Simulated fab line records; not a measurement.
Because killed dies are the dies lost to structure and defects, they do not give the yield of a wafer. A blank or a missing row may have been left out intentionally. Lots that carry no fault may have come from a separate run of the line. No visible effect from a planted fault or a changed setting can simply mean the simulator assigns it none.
Which tool is to blame? / flow nandHarc / 36 wafers sampled from 12 lots at 1 step of a route of 1159

## WHAT EACH GAUGE READ, for each wafer
NHARC_A_M0_INSPECT_27.
lot=L077; measured=day 18 00:11; on=defectInspect-01; rawDefectCount=244 233 381
lot=L076; measured=day 18 04:53; on=defectInspect-01; rawDefectCount=430 365 515
lot=L080; measured=day 19 00:44; on=defectInspect-01; rawDefectCount=319 340 490
lot=L081; measured=day 19 20:30; on=defectInspect-01; rawDefectCount=356 375 342
lot=L084; measured=day 20 00:54; on=defectInspect-01; rawDefectCount=307 408 424
lot=L087; measured=day 20 17:30; on=defectInspect-01; rawDefectCount=466 464 368
lot=L086; measured=day 20 22:01; on=defectInspect-02; rawDefectCount=451 341 469
lot=L090; measured=day 21 22:19; on=defectInspect-02; rawDefectCount=382 651 357
lot=L091; measured=day 22 04:56; on=defectInspect-02; rawDefectCount=296 387 357
lot=L094; measured=day 23 00:08; on=defectInspect-02; rawDefectCount=475 395 362
lot=L095; measured=day 23 12:34; on=defectInspect-02; rawDefectCount=485 437 388
lot=L097; measured=day 25 06:51; on=defectInspect-01; rawDefectCount=562 625 623

## TOOL THAT RAN EACH LOT (tool first, then ch and the chambers of the sampled wafers, then the start)
The record holds no process step before these readings.

## THE ANSWER, worked out from the rows above alone
Rule: the lots themselves supply what counts as usual. The widest of any qualifying gaps counts: lots, ordered by their means at a reading, are off when they make up no more than a third of the lots, leave a main group of 4 or more, and stand apart from it by 3 or more times the standard deviation of that group's means. The tables above print the reading to a certain number of digits; a main group whose means all agree to those digits is not used. Also off: a lot with no number at a reading for which 4 or more lots have one. Any other lot the step has rows for is counted as sound.
No lot is off on any of the readings shown, so nothing can be concluded from this.

## WHAT THE SIMULATOR HAD INSERTED
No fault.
